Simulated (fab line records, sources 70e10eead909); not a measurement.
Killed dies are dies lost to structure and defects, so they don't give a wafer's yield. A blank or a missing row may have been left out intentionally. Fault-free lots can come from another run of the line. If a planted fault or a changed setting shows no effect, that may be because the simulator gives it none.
Problem report in the 8D (eight disciplines) form, filled by code || flow nandHarc || the parts of the form that need people (team, actions taken, sign-off) are left out

1. WHAT WENT WRONG
Wafers without a fault read 996 nm, standard deviation 9.7; thkNm at NHARC_A_ONON_D2_THK_MEAS_30 reads a mean of 934 nm on 6 wafers belonging to 2 lots. Relative to the usual mean, that is a shift of -6.4 standard deviations.
The step: measures by ellipsometry.
Seen first at day 17 09:50 on filmMetro-01, wafer L362.1. The record has a number at this step for 39 wafers belonging to 13 lots. Rule for "out", or "out of limits": more than 4 standard deviations from the usual mean. The rest of the wafers with a number are treated as sound.

2. WHAT IT IS AND WHAT IT IS NOT
{"question": "which readings at this step", "is": "thkNm", "is not": "-"}
{"question": "which lots", "is": "L362, L364", "is not": "L352, L354, L355, L356, L358, L359, L369, L371, L372, L373, L375"}
{"question": "which wafers of those lots", "is": "all that have a number", "is not": "-"}
{"question": "read on which gauges", "is": "filmMetro-01, filmMetro-02", "is not": "-"}
{"question": "when", "is": "from day 17 09:50", "is not": "up to then (18 sound wafers); but 15 sound wafers of L369, L371, L372, L373, L375 came after"}

3. SUSPECTS, AND WHAT RULES EACH OUT
Counting: a tool at any process step up to the reading remains a suspect when it ran all the lots that are out and ran no sound lot after the first of those.
- the gauge at NHARC_A_ONON_D2_THK_MEAS_30: ruled out. Those wafers that are out were read across 2 gauges (filmMetro-01, filmMetro-02).
- pecvdOnon-03 at NHARC_A_ONON_D2_DEP_28 (target thk 1000 nm): ruled out as a lasting fault. The sound lots L371 went through it after L362, its earliest lot that is out (day 17 09:19).
Left after counting: nothing in the record.

4. THE CAUSE (what the simulator had put in)
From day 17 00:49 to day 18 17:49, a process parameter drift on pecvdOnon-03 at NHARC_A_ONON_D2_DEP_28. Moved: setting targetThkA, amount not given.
It was ruled out by counting, in error; the rule expects a fault to strike all lots run on its tool from its start on, and this fault did not.

5. THE CHAIN OF EFFECTS, in route order
Rows list readings where the struck wafers' mean (over those with a number) sits beyond 3 standard deviations from the usual. Readings are gone through only where the record gives a usual standard deviation; hours: the median, over the lots, of the time from a lot's start at the first step in this table giving one to that lot's start at this step; sigmas: the change measured in usual standard deviations.
{"hours": 0, "step": "NHARC_A_ONON_D2_THK_MEAS_30", "reading": "thkNm", "usual": "996 nm", "on struck wafers": 934, "change": -62, "sigmas": -6.4}

6. HOW IT WOULD HAVE BEEN CAUGHT EARLIER
9 hours passed between the start of the fault at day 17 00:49 and the first reading out of limits at a measuring or inspecting step in this record, taken at day 17 09:50.
No tool reading at NHARC_A_ONON_D2_DEP_28 that has a usual standard deviation in the record was out on any struck wafer, so an alarm limit of 4 standard deviations on those readings would not have fired.
